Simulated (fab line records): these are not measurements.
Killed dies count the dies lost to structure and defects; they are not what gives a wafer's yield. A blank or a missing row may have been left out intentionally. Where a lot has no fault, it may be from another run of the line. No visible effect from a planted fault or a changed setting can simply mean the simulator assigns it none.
A struck lot beside a sound one / flow nand-harc / 16 out of 1302 route steps
Sound: these wafers, L114.1, L114.2, L114.4. Wafers L122.1, L122.2, L122.5 were the ones struck. The cause is named last.
Each step with rows lists, per side, the tool, then ch with its chambers, then its first start. Under that, the readings that differ: sound wafers / struck wafers / difference of the means / sigmas: that difference in standard deviations of wafers without a fault.
alike: a reading whose means differ by less than 2 such deviations, as well as words and numbers matching on both sides. not compared: withheld readings; readings where some wafer has no value; bounds like >300 that might hide an equal value; numbers whose values overlap and for which the record gives no deviation.
Wherever a step has rows on one side only, a row that says differs or no value, or a row with sigmas, the two part there. When numbers do not overlap yet have no deviation, they are printed without sigmas and do not part them. A reading missing from all wafers of one side parts the sides only when that side holds two or more wafers.

NHARC_A_ONON_D2_THK_MEAS_05: measures by ellipsometry.
  sound on film-metro-01, day 12 19:28; struck on film-metro-01, day 16 08:26
  alike: thk-nm
next comes 1 step that has no rows for these wafers: NHARC_A_ONON_D2_DEP_06 (target thickness 1000 nm).
NHARC_A_ONON_D2_THK_MEAS_08: measures by ellipsometry.
  sound on film-metro-01, day 12 20:01; struck on film-metro-02, day 16 08:59
  alike: thk-nm
next comes 1 step that has no rows for these wafers: NHARC_A_ONON_D2_DEP_09 (target thickness 1000 nm).
NHARC_A_ONON_D2_THK_MEAS_11: measures by ellipsometry.
  sound on film-metro-02, day 12 20:35; struck on film-metro-01, day 16 09:34
  alike: thk-nm
next comes 1 step that has no rows for these wafers: NHARC_A_ONON_D2_DEP_12 (target thickness 1000 nm).
NHARC_A_ONON_D2_THK_MEAS_14: measures by ellipsometry.
  sound on film-metro-02, day 12 21:11; struck on film-metro-01, day 16 10:08
  alike: thk-nm
then, 2 steps without rows for these wafers: NHARC_A_ONON_D2_ANNEAL_15 (time 3600 s); NHARC_A_ONON_D2_DEP_16 (target thk 1000 nm).
NHARC_A_ONON_D2_THK_MEAS_18: measures by ellipsometry.
  sound on film-metro-01, day 13 04:22; struck on film-metro-01, day 16 17:26
reading=thk-nm (nm); sound=987 986 985; struck=1023 1024 1023; difference=+37; sigmas=+4
next comes 1 step that has no rows for these wafers: NHARC_A_ONON_D2_DEP_19 (target thickness 1000 nm).
NHARC_A_ONON_D2_THK_MEAS_21: measures by ellipsometry.
  sound on film-metro-01, day 13 04:55; struck on film-metro-01, day 16 18:01
  alike: thk-nm
NHARC_A_ONON_D2_DEP_22: target thk 1000 nm.
  sound on pecvd-onon-01 ch 0, day 13 04:59; struck on pecvd-onon-01 ch 0, day 16 18:04
  alike: n2o-flow-sccm
NHARC_A_ONON_D2_THK_MEAS_24: measures by ellipsometry.
  sound on film-metro-01, day 13 05:29; struck on film-metro-01, day 16 18:34
reading=thk-nm (nm); sound=991 992 990; struck=1492 1492 1494; difference=+502; sigmas=+46
next comes 1 step that has no rows for these wafers: NHARC_A_ONON_D2_DEP_25 (target thickness 1000 nm).
-- jump in the record: it breaks off in module A_ONON_D2 and resumes in module END (first step shown: number 1302 of the route), and 11 days separate the struck wafers' starts before and after --
NHARC_END_SORT_01:
  here the record holds rows for the struck wafers (prober-02 ch 0, day 28 05:22) but none for the sound ones

WHERE THEY PART
Earliest at NHARC_A_ONON_D2_THK_MEAS_18; latest, in this record, at NHARC_END_SORT_01.

WHY: whatever the simulator had introduced
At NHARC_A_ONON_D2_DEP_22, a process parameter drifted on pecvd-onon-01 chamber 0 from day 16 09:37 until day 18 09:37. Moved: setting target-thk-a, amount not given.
